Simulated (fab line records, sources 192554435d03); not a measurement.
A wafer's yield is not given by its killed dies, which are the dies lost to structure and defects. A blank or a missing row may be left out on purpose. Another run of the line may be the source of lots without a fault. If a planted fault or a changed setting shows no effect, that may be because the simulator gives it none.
Matching of chambers / flow n5-finfet / N5_SD_EPI_N_LINER_46 on ald-sin-02: 4 sister chambers
The step material SiNx, target thk 3 nm. 4 wafers are shown with their chamber, then 8 later ones without.

WAFERS PAIRED WITH THEIR CHAMBERS
wafer=L082.6; chamber=2; heater-power-w (W)=703
wafer=L086.4; chamber=3; heater-power-w (W)=960
wafer=L086.6; chamber=0; heater-power-w (W)=752
wafer=L087.1; chamber=1; heater-power-w (W)=802

WAFERS WITHOUT THEIR CHAMBER
wafer=L087.2; heater-power-w (W)=753
wafer=L087.3; heater-power-w (W)=928
wafer=L092.1; heater-power-w (W)=840
wafer=L092.4; heater-power-w (W)=750
wafer=L092.5; heater-power-w (W)=950
wafer=L096.3; heater-power-w (W)=766
wafer=L096.4; heater-power-w (W)=696
wafer=L096.6; heater-power-w (W)=699

CHAMBER TAKEN BY EACH
wafer=L087.2; from the rows above=0; in truth=0
wafer=L087.3; from the rows above=3; in truth=3
wafer=L092.1; from the rows above=1; in truth=1
wafer=L092.4; from the rows above=0; in truth=0
wafer=L092.5; from the rows above=3; in truth=3
wafer=L096.3; from the rows above=can't be placed: 0 or 1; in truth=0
wafer=L096.4; from the rows above=2; in truth=2
wafer=L096.6; from the rows above=2; in truth=2
Placed correctly: 7 of 8. Not placeable from these rows: 1 (in 1, the candidates include the true chamber). 0 placed wrongly.
How it was worked out, from the rows above alone: a wafer's distance from a chamber is the root of the sum, over the readings, of the square of ((its reading less the chamber's mean) divided by the reading's scatter). If the next closest chamber is less than 2 further off than the closest, the wafer can't be placed; otherwise it belongs to the closest. The mean given for a chamber averages the wafers shown for that chamber. The scatter: root of mean squared gap, hidden wafer to nearest shown wafer, with one shown wafer a chamber.
